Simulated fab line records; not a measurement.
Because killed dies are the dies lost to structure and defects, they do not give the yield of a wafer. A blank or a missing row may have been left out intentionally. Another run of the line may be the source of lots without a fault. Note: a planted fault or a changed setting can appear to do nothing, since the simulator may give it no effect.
Chamber matching / flow n5 finfet / ald sin-02 running N5_MOL_CONTACT_COAG_ALD_123: 4 sister chambers
The step deposits SiNx, target thk 5 nm, pulse time 1 s, purge time 2 s. 24 wafers are shown with their chamber, then 12 later ones without.

== EACH WAFER AND ITS CHAMBER ==
wafer=L074.4; chamber=1; heater power w (W)=877; precursor pulse height rel=1.000
wafer=L074.5; chamber=3; heater power w (W)=725; precursor pulse height rel=1.019
wafer=L074.6; chamber=2; heater power w (W)=867; precursor pulse height rel=1.014
wafer=L075.2; chamber=3; heater power w (W)=715; precursor pulse height rel=1.014
wafer=L075.3; chamber=1; heater power w (W)=878; precursor pulse height rel=0.982
wafer=L075.4; chamber=2; heater power w (W)=849; precursor pulse height rel=1.018
wafer=L077.2; chamber=2; heater power w (W)=830; precursor pulse height rel=0.994
wafer=L077.4; chamber=3; heater power w (W)=720; precursor pulse height rel=0.997
wafer=L077.5; chamber=3; heater power w (W)=736; precursor pulse height rel=0.993
wafer=L079.2; chamber=1; heater power w (W)=877; precursor pulse height rel=1.002
wafer=L079.3; chamber=3; heater power w (W)=733; precursor pulse height rel=1.016
wafer=L079.5; chamber=1; heater power w (W)=855; precursor pulse height rel=1.041
wafer=L080.1; chamber=0; heater power w (W)=783; precursor pulse height rel=1.002
wafer=L080.5; chamber=3; heater power w (W)=722; precursor pulse height rel=0.975
wafer=L080.6; chamber=0; heater power w (W)=772; precursor pulse height rel=1.006
wafer=L084.1; chamber=3; heater power w (W)=710; precursor pulse height rel=1.013
wafer=L084.2; chamber=0; heater power w (W)=786; precursor pulse height rel=0.999
wafer=L084.3; chamber=1; heater power w (W)=862; precursor pulse height rel=1.026
wafer=L084.4; chamber=2; heater power w (W)=834; precursor pulse height rel=0.983
wafer=L084.5; chamber=1; heater power w (W)=854; precursor pulse height rel=1.015
wafer=L084.6; chamber=0; heater power w (W)=783; precursor pulse height rel=1.002
wafer=L093.2; chamber=0; heater power w (W)=794; precursor pulse height rel=0.995
wafer=L093.4; chamber=3; heater power w (W)=723; precursor pulse height rel=1.006
wafer=L093.6; chamber=1; heater power w (W)=857; precursor pulse height rel=1.003

SIGNATURES (averages over the wafers above)
reading=heater power w; chamber 0=783.60; chamber 1=865.71; chamber 2=845.00; chamber 3=723.00; scatter within a chamber=10.9
reading=precursor pulse height rel; chamber 0=1.00080; chamber 1=1.00986; chamber 2=1.00225; chamber 3=1.00412; scatter within a chamber=0.0153
Rule: distance of a wafer from a chamber = root of the sum over the readings of ((wafer's reading minus chamber's mean) / reading's scatter) squared. The wafer belongs to the nearest chamber; if the next one is less than 2 further off, it can't be placed. The scatter: the root of (the sum of the squares of (reading less its chamber's mean) over the shown wafers, divided by (wafers less chambers)).

== WAFERS WHOSE CHAMBER IS MISSING ==
wafer=L095.1; heater power w (W)=719; precursor pulse height rel=1.034
wafer=L095.2; heater power w (W)=795; precursor pulse height rel=1.040
wafer=L095.3; heater power w (W)=878; precursor pulse height rel=1.016
wafer=L095.4; heater power w (W)=870; precursor pulse height rel=0.973
wafer=L095.5; heater power w (W)=715; precursor pulse height rel=1.028
wafer=L095.6; heater power w (W)=771; precursor pulse height rel=0.985
wafer=L096.1; heater power w (W)=852; precursor pulse height rel=1.030
wafer=L096.2; heater power w (W)=710; precursor pulse height rel=1.025
wafer=L096.3; heater power w (W)=867; precursor pulse height rel=1.017
wafer=L096.4; heater power w (W)=811; precursor pulse height rel=1.002
wafer=L096.5; heater power w (W)=786; precursor pulse height rel=0.931
wafer=L096.6; heater power w (W)=726; precursor pulse height rel=0.982

== EACH ONE'S CHAMBER ==
wafer=L095.1; from the rows above=3; in truth=3
wafer=L095.2; from the rows above=0; in truth=0
wafer=L095.3; from the rows above=can't be placed: 1 or 2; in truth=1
wafer=L095.4; from the rows above=can't be placed: 1 or 2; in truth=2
wafer=L095.5; from the rows above=3; in truth=3
wafer=L095.6; from the rows above=0; in truth=0
wafer=L096.1; from the rows above=can't be placed: 1 or 2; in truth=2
wafer=L096.2; from the rows above=3; in truth=3
wafer=L096.3; from the rows above=can't be placed: 1 or 2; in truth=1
wafer=L096.4; from the rows above=can't be placed: 0 or 2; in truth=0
wafer=L096.5; from the rows above=0; in truth=0
wafer=L096.6; from the rows above=3; in truth=3
7 of 12 placed correctly. Unplaceable from these rows: 5, with the true chamber sitting among the candidates in 5. Wrongly placed: 0.
